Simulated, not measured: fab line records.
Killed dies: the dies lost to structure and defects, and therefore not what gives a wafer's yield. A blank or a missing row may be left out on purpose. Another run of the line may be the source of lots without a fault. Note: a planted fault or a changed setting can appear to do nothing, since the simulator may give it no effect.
fab line records    flow nand_harc
[record] lots = 13  wafers = 39  last_day = 33
route steps=1302 shown A_M1@1200 A_BONDPAD@1231 THIN_TSV@1265 END@1302
lots with no fault: from the same line, run without faults
start_h: hours from the record's opening day to when the first of the lot's shown wafers began    wait_h: how many hours have passed since the lot's step before this one    " repeats the value in the row above    L1.1+2: one row covering several wafers at once    - value missing, or start not given    * or withheld: withheld    < > ~ a bound
route shown NAME@n: NAME is a module with steps in the file, n the number in the route of the first one    usual: the fault-free wafers' mean and standard deviation    same: alike in all rows    chamber/n: place in a boat    sites: readings site by site    _std_site: their standard deviation    _edge_site: inner sites' mean taken away from outer sites' mean    radius_mm: for every site, how far away it sits from the centre of the wafer    mask NAME#n: copy n    behind: the last tool/chamber to shape the wafer    hold: cause of the lot's hold/its duration in hours/its outcome    device: which transistor (n, p or np) failed to switch    end of line: tests of these same wafers at the route's end    for a step that has no rows: nothing shown but its recipe    killed: dies lost to structure and defects at the first sort, not the wafer's yield    map: shows each die of a wafer: x if killed, . if not, _ if none is there
set.NAME: the setting as run; set.NAME@STEP: as run at that earlier step    model.NAME: the simulator's own value behind a step, which no gauge read
steps of the route over a sample of lots; a table a step, a row a wafer
services: a tool's chamber out of use, with start hour (start_h, from the record's first day; less than 0 if before it), hours out, and reason
[[steps]]
[step NHARC_A_M1_PRE_CLEAN_32]
[recipe] time_s = 12  temp_c = 370  rf_power_w = 300  gas = NH3
[usual] heater_power_w = 596/66
lot.wafer  tool      chamber  start_h  wait_h  heater_power_w
L962.2     pecvd-02  1        503.70   0.1     544
L962.1     "         2        "        "       499
L962.4     "         1        "        "       558
L963.1     pecvd-02  2        531.62   0.1     556
L963.3     "         0        "        "       714
L963.6     "         0        "        "       709
L965.6     pecvd-04  1        547.22   0.1     645
L965.4     "         2        "        "       570
L965.5     "         0        "        "       562
L967.1     pecvd-04  2        578.07   0.1     566
L967.6     "         1        "        "       640
L967.4     "         0        "        "       589
L969.3     pecvd-04  2        593.03   0.1     567
L969.2     "         0        "        "       519
L969.4     "         0        "        "       527
L975.2     pecvd-04  2        644.44   0.1     624
L975.1     "         0        "        "       529
L975.6     "         2        "        "       613
L977.1     pecvd-03  2        676.12   0.1     611
L977.2     "         0        "        "       690
L977.6     "         2        "        "       608
L979.2     pecvd-03  1        688.07   0.1     575
L979.1     "         2        "        "       677
L979.4     "         2        "        "       676
L980.2     pecvd-03  0        693.38   0.1     698
L980.4     "         0        "        "       715
L980.6     "         1        "        "       516
L981.2     pecvd-03  0        715.92   0.1     717
L981.1     "         1        "        "       570
L981.5     "         2        "        "       684
L982.1     pecvd-02  0        718.41   0.1     619
L982.5     "         2        "        "       551
L982.4     "         1        "        "       546
L983.2     pecvd-04  0        738.89   0.1     505
L983.4     "         2        "        "       576
L983.5     "         0        "        "       524
L985.2     pecvd-04  0        745.51   0.1     546
L985.4     "         2        "        "       539
L985.6     "         2        "        "       559
[step NHARC_A_BONDPAD_CMP_19]
[recipe] t_overpolish_s = 30  cu_recess_touch_s = 16  target_thk_nm = 169.82
[usual] motor_current_A = 11.7/1.1  overpolish_run_s = 29.999/0.0091
lot.wafer  tool    chamber  start_h  wait_h  motor_current_A  overpolish_run_s
L962.1     cmp-03  1        507.80   -       12.0             30.001
L962.2     "       2        "        "       10.9             30.006
L962.4     "       3        "        "       12.4             30.003
L963.3     cmp-03  2        535.76   -       12.3             29.999
L963.1     "       3        "        "       12.4             30.010
L963.6     "       2        "        "       11.7             29.991
L965.4     cmp-04  3        551.24   -       10.1             30.001
L965.5     "       2        "        "       10.1             29.996
L965.6     "       3        "        "       10.0             29.996
L967.4     cmp-02  3        582.04   -       11.9             29.998
L967.1     "       0        "        "       13.8             30.005
L967.6     "       3        "        "       11.3             30.000
L969.4     cmp-04  3        597.23   -       10.4             30.002
L969.2     "       0        "        "       12.6             29.988
L969.3     "       1        "        "       12.1             30.014
L975.2     cmp-04  0        648.40   -       11.9             29.990
L975.1     "       1        "        "       11.5             29.992
L975.6     "       1        "        "       11.6             29.995
L977.1     cmp-03  1        680.34   -       11.6             30.001
L977.2     "       2        "        "       11.0             29.996
L977.6     "       1        "        "       11.6             29.998
L979.4     cmp-04  1        692.17   -       12.2             30.000
L979.1     "       2        "        "       9.6              30.012
L979.2     "       3        "        "       9.7              30.010
L980.2     cmp-03  3        697.44   -       12.9             30.004
L980.4     "       1        "        "       11.3             29.995
L980.6     "       0        "        "       12.5             29.997
L981.2     cmp-03  2        720.01   -       11.5             30.010
L981.1     "       1        "        "       11.0             30.000
L981.5     "       2        "        "       11.4             29.978
L982.1     cmp-03  2        722.57   -       11.2             29.993
L982.4     "       3        "        "       12.4             29.985
L982.5     "       2        "        "       11.5             30.019
L983.2     cmp-04  2        743.19   -       10.5             29.989
L983.4     "       3        "        "       10.4             30.005
L983.5     "       1        "        "       12.6             30.018
L985.4     cmp-04  0        749.83   -       11.6             29.997
L985.2     "       1        "        "       12.3             30.000
L985.6     "       3        "        "       9.8              30.002
[step NHARC_THIN_TSV_STRIP_45]
[recipe] power_w = 1500  temp_c = 250  chemistry = O2
[usual] drypump_motor_current_A = 5.9/0.36  heater_power_w = 366/31
lot.wafer  tool             chamber  start_h  wait_h  drypump_motor_current_A  heater_power_w  rf_hours_counter_h
L962.1     plasma_asher-02  0        522.47   0.1     5.8                      337             12
L962.2     "                1        "        "       6.5                      363             12
L962.4     "                0        "        "       5.8                      332             -
L963.1     plasma_asher-01  1        549.82   0.1     5.8                      372             4
L963.3     "                0        "        "       5.5                      401             -
L963.6     "                0        "        "       5.5                      417             -
L965.4     plasma_asher-02  1        565.16   0.2     6.5                      361             -
L965.5     "                1        "        "       6.5                      357             -
L965.6     "                0        "        "       5.8                      340             -
L967.1     plasma_asher-01  1        596.09   0.1     5.8                      369             12
L967.4     "                0        "        "       5.5                      416             -
L967.6     "                1        "        "       5.8                      383             -
L969.2     plasma_asher-01  0        610.94   0.1     5.5                      403             14
L969.4     "                1        "        "       5.8                      368             -
L969.3     "                0        "        "       5.5                      403             -
L975.2     plasma_asher-01  0        663.68   0.1     5.5                      420             25
L975.1     "                1        "        "       5.8                      377             25
L975.6     "                1        "        "       5.8                      379             -
L977.1     plasma_asher-02  1        697.27   0.1     6.5                      365             7
L977.2     "                0        "        "       5.8                      318             7
L977.6     "                0        "        "       5.8                      318             -
L979.1     plasma_asher-02  1        708.62   0.1     6.5                      357             12
L979.2     "                0        "        "       5.8                      317             12
L979.4     "                1        "        "       6.5                      354             -
L980.2     plasma_asher-02  0        711.68   0.1     5.8                      315             14
L980.4     "                0        "        "       5.8                      316             -
L980.6     "                1        "        "       6.4                      362             -
L981.2     plasma_asher-01  0        734.02   0.1     5.5                      404             7
L981.1     "                1        "        "       5.8                      375             7
L981.5     "                1        "        "       5.8                      385             -
L982.1     plasma_asher-02  1        735.26   0.1     6.5                      362             19
L982.4     "                0        "        "       5.8                      327             -
L982.5     "                1        "        "       6.5                      354             -
L983.2     plasma_asher-01  0        757.54   0.1     5.5                      407             12
L983.4     "                1        "        "       5.8                      379             -
L983.5     "                1        "        "       5.8                      384             -
L985.2     plasma_asher-01  1        766.41   0.1     5.7                      378             14
L985.4     "                1        "        "       5.8                      383             -
L985.6     "                1        "        "       5.8                      378             -
[step NHARC_THIN_TSV_CMP_21]
[recipe] t_overpolish_s = 30  target_thk_nm = 2000
[usual] motor_current_A = 12.3/1.2  overpolish_run_s = 29.999/0.0086
lot.wafer  tool    chamber  start_h  wait_h  motor_current_A  overpolish_run_s
L962.2     cmp-03  3        525.74   -       12.3             29.994
L962.4     "       0        "        "       12.7             30.006
L962.1     "       2        "        "       11.8             29.996
L963.3     cmp-01  0        553.07   -       13.0             29.993
L963.1     "       1        "        "       13.2             29.989
L963.6     "       0        "        "       12.6             29.996
L965.4     cmp-03  3        568.47   -       12.9             29.996
L965.6     "       0        "        "       12.3             29.999
L965.5     "       1        "        "       11.9             30.003
L967.1     cmp-02  3        599.76   -       12.6             29.999
L967.4     "       0        "        "       14.4             29.984
L967.6     "       2        "        "       14.5             29.992
L969.3     cmp-02  1        614.18   -       13.1             30.000
L969.4     "       2        "        "       13.9             30.004
L969.2     "       3        "        "       11.5             30.004
L975.2     cmp-01  1        667.00   -       13.2             30.002
L975.1     "       2        "        "       10.4             30.014
L975.6     "       3        "        "       10.5             30.004
L977.1     cmp-02  1        700.52   -       13.4             30.010
L977.2     "       3        "        "       10.9             29.997
L977.6     "       2        "        "       13.4             29.992
L979.4     cmp-02  2        712.02   -       13.9             30.002
L979.2     "       3        "        "       11.2             29.997
L979.1     "       1        "        "       13.4             30.009
L980.2     cmp-01  2        715.06   -       10.8             29.991
L980.4     "       3        "        "       10.8             30.005
L980.6     "       2        "        "       10.8             29.988
L981.2     cmp-01  2        737.44   -       10.4             29.997
L981.1     "       3        "        "       10.5             29.991
L981.5     "       1        "        "       13.4             29.987
L982.1     cmp-01  3        738.52   -       10.4             29.995
L982.4     "       1        "        "       12.6             30.004
L982.5     "       3        "        "       10.4             30.000
L983.4     cmp-02  1        760.83   -       13.5             29.984
L983.2     "       3        "        "       11.0             30.010
L983.5     "       0        "        "       13.4             29.990
L985.2     cmp-01  0        769.65   -       12.3             30.018
L985.4     "       1        "        "       13.4             30.011
L985.6     "       0        "        "       12.5             29.997
[step NHARC_END_SORT_01]
[recipe] temp_c = 25
[usual] defect_limited_yield = 91/3  killed_at_array = 56/20  killed_at_other = 1/1.3  killed_at_periphery = 3.5/2.7  killed_dies = 60/20  killed_open = 3.3/1.6  killed_short = 2.4/1.5
[same] gross_dies = 677
lot.wafer  tool       chamber  start_h  wait_h  defect_limited_yield[%]  killed_at_array  killed_at_other  killed_at_periphery  killed_dies  killed_open  killed_short
L962.1     prober-02  0        533.94   2.5     94                       41               0                3                    44           2            5
L962.2     prober-02  0        534.73   2.8     91                       58               0                6                    64           7            1
L962.4     prober-02  0        536.30   3.4     91                       56               0                5                    61           4            3
L965.4     prober-01  0        582.57   3.5     93                       44               0                2                    46           4            3
L965.5     prober-01  0        583.38   3.8     92                       52               1                2                    55           4            3
L965.6     prober-01  0        584.20   4.1     94                       34               1                3                    38           3            1
L969.2     prober-02  0        625.98   2.7     91                       57               0                5                    62           5            1
L969.3     prober-02  0        626.78   3.1     93                       43               2                5                    50           4            4
L969.4     prober-02  0        627.58   3.4     91                       57               2                4                    63           4            0
L975.1     prober-01  0        677.55   2.5     76                       154              0                6                    160          1            4
L975.2     prober-01  0        678.35   2.8     88                       74               1                9                    84           4            1
L975.6     prober-01  0        681.56   4.0     88                       73               0                7                    80           2            1
L977.1     prober-02  0        711.14   2.5     92                       52               2                1                    55           4            5
L977.2     prober-02  0        711.94   2.8     94                       39               1                1                    41           4            1
L977.6     prober-02  0        715.12   4.0     91                       51               3                4                    58           6            3
// killed by level:class
L962.1 A_CHANNEL_HOLE_D2:chamber_film_flake=12 A_CONTACT:chamber_film_flake=11 A_SGD_CUT:chamber_film_flake=4 A_SLIT:chamber_film_flake=3 A_SGD_CUT:geometric_particle:short=2 P_GATE:chamber_film_flake=2 A_STAIRCASE:chamber_film_flake=2 P_CONTACT:geometric_particle:short=1
L962.2 A_CHANNEL_HOLE_D2:chamber_film_flake=34 A_CONTACT:chamber_film_flake=10 A_SLIT:chamber_film_flake=5 A_SGD_CUT:chamber_film_flake=3 P_CONTACT:geometric_particle:open=2 P_M0:geometric_particle:open=2 A_STAIRCASE:chamber_film_flake=2 P_STI:geometric_particle:open=1
L962.4 A_CHANNEL_HOLE_D2:chamber_film_flake=32 A_CONTACT:chamber_film_flake=7 A_SLIT:chamber_film_flake=4 P_GATE:chamber_film_flake=3 A_STAIRCASE:chamber_film_flake=2 A_SGD_CUT:chamber_film_flake=2 P_GATE:geometric_particle:open=1 P_CONTACT:geometric_particle:open=1
L965.4 A_CHANNEL_HOLE_D1:chamber_film_flake=21 A_CHANNEL_HOLE_D2:chamber_film_flake=9 A_CONTACT:chamber_film_flake=6 A_ONON_D2:geometric_particle:short=2 P_M1:geometric_particle:short=1 A_ONON_D1:geometric_particle:open=1 A_DECK1_JOINT:geometric_particle:open=1 A_CHANNEL_HOLE_D2:geometric_particle:open=1
L965.5 A_CHANNEL_HOLE_D1:chamber_film_flake=36 A_CHANNEL_HOLE_D2:chamber_film_flake=8 A_CONTACT:chamber_film_flake=3 A_SGD_CUT:geometric_particle:open=2 P_M0:geometric_particle:open=1 A_ONON_D1:geometric_particle:short=1 A_DECK1_JOINT:geometric_particle:short=1 A_M0:geometric_particle:open=1
L965.6 A_CHANNEL_HOLE_D1:chamber_film_flake=17 A_CHANNEL_HOLE_D2:chamber_film_flake=8 A_CONTACT:chamber_film_flake=4 P_M0:geometric_particle:open=1 A_ONON_D1:geometric_particle:open=1 A_DECK1_JOINT:geometric_particle:open=1 STARTING-WAFER:geometric_particle:short=1 P_ZERO_WELL:chamber_film_flake=1
L969.2 A_CHANNEL_HOLE_D1:chamber_film_flake=30 A_CONTACT:chamber_film_flake=10 A_CHANNEL_HOLE_D2:chamber_film_flake=7 A_CHANNEL_FILL_D2:geometric_particle:open=2 P_CONTACT:chamber_film_flake=2 P_STI:geometric_particle:open=1 P_GATE:geometric_particle:short=1 A_SGD_CUT:geometric_particle:open=1
L969.3 A_CHANNEL_HOLE_D1:chamber_film_flake=15 A_CHANNEL_HOLE_D2:chamber_film_flake=10 A_CONTACT:chamber_film_flake=7 A_STAIRCASE:chamber_film_flake=2 A_WL_FILL:chamber_film_flake=2 THIN_TSV:chamber_film_flake=2 P_CONTACT:geometric_particle:open=1 P_M0:geometric_particle:open=1
L969.4 A_CHANNEL_HOLE_D1:chamber_film_flake=28 A_CONTACT:chamber_film_flake=11 A_CHANNEL_HOLE_D2:chamber_film_flake=10 A_WL_FILL:chamber_film_flake=3 P_STI:chamber_film_flake=2 P_CONTACT:chamber_film_flake=2 A_DECK1_JOINT:geometric_particle:open=1 A_CHANNEL_HOLE_D2:geometric_particle:open=1
L975.1 A_M1:unspecified=67 A_SLIT:chamber_film_flake=33 A_CHANNEL_HOLE_D1:chamber_film_flake=29 A_CHANNEL_HOLE_D2:chamber_film_flake=12 P_BONDPAD:chamber_film_flake=4 A_WL_FILL:chamber_film_flake=3 A_STAIRCASE:chamber_film_flake=3 A_CONTACT:chamber_film_flake=2
L975.2 A_SLIT:chamber_film_flake=30 A_CHANNEL_HOLE_D1:chamber_film_flake=16 A_CHANNEL_HOLE_D2:chamber_film_flake=11 P_BONDPAD:chamber_film_flake=6 A_CONTACT:chamber_film_flake=5 P_STI:chamber_film_flake=2 A_ZERO_WELL:chamber_film_flake=2 A_STAIRCASE:chamber_film_flake=2
L975.6 A_SLIT:chamber_film_flake=33 A_CHANNEL_HOLE_D1:chamber_film_flake=19 A_CHANNEL_HOLE_D2:chamber_film_flake=10 A_STAIRCASE:chamber_film_flake=5 A_CONTACT:chamber_film_flake=4 P_BONDPAD:chamber_film_flake=3 P_GATE:geometric_particle:open=1 P_M0:geometric_particle:short=1
L977.1 A_CHANNEL_HOLE_D1:chamber_film_flake=31 A_CONTACT:chamber_film_flake=4 A_ONON_D1:geometric_particle:open=2 A_CHANNEL_FILL_D1:geometric_particle:short=2 A_DECK1_JOINT:chamber_film_flake=2 A_CHANNEL_HOLE_D2:chamber_film_flake=2 A_STAIRCASE:chamber_film_flake=2 A_SLIT:chamber_film_flake=2
L977.2 A_CHANNEL_HOLE_D1:chamber_film_flake=18 A_CONTACT:chamber_film_flake=5 A_STAIRCASE:chamber_film_flake=4 A_SLIT:chamber_film_flake=3 A_ONON_D1:geometric_particle:open=2 A_CHANNEL_HOLE_D2:chamber_film_flake=2 A_CHANNEL_HOLE_D1:geometric_particle:open=1 A_WL_FILL:geometric_particle:short=1
L977.6 A_CHANNEL_HOLE_D1:chamber_film_flake=33 A_CONTACT:chamber_film_flake=5 P_CONTACT:geometric_particle:open=2 A_CHANNEL_FILL_D1:geometric_particle:open=2 A_STAIRCASE:chamber_film_flake=2 A_SLIT:chamber_film_flake=2 A_M1:chamber_film_flake=2 THIN_TSV:chamber_film_flake=2
[[services]]
tool             chamber  start_h  hours  kind
cmp-02           -        484.94   1.4    repair
cmp-02           -        492.04   0.5    repair
cmp-01           -        498.06   4.0    pm
cmp-04           -        504.15   4.0    pm
cmp-04           -        515.88   2.0    repair
plasma_asher-01  -        519.01   9.0    pm
cmp-02           -        527.85   4.0    pm
pecvd-04         -        528.77   0.5    repair
cmp-03           -        537.76   2.6    repair
cmp-04           -        537.85   1.1    repair
cmp-03           -        554.04   4.0    pm
cmp-04           -        561.35   2.0    repair
pecvd-04         -        570.54   0.8    repair
cmp-02           -        573.78   2.1    repair
cmp-03           -        589.62   1.3    repair
cmp-01           -        596.06   4.0    pm
cmp-04           -        602.15   4.0    pm
cmp-02           -        622.93   2.2    repair
pecvd-04         0        624.45   11.9   repair
cmp-04           -        624.76   0.6    repair
cmp-03           -        652.04   4.0    pm
cmp-03           -        656.11   1.1    repair
plasma_asher-01  -        696.14   9.0    pm
cmp-03           -        750.04   4.0    pm
[[key]]
[first_sign] step = NHARC_END_SORT_01  reading = killed_at_array  direction = up  sigmas = 5  usual = 56  struck = 154
[effect] step = NHARC_END_SORT_01  reading = defect_limited_yield  direction = down  sigmas = 4.9  usual = 91  struck = 76
[more_kills_born_at] NHARC_A_M1_PRE_CLEAN_32@pecvd-04 = 67
met_at NHARC_A_M1_PRE_CLEAN_32
struck_lots L975
struck_wafers L975.1
not_acting_at NHARC_A_BONDPAD_CMP_19,NHARC_THIN_TSV_STRIP_45,NHARC_THIN_TSV_CMP_21
onset_between 593.03 644.44
[fault] kind = chamber_particle_source  tool = pecvd-04  chamber = 0  onset_h = 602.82  steps = NHARC_A_M1_PRE_CLEAN_32  rate_per_visit_cm2 = 0.40312  end_h = 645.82
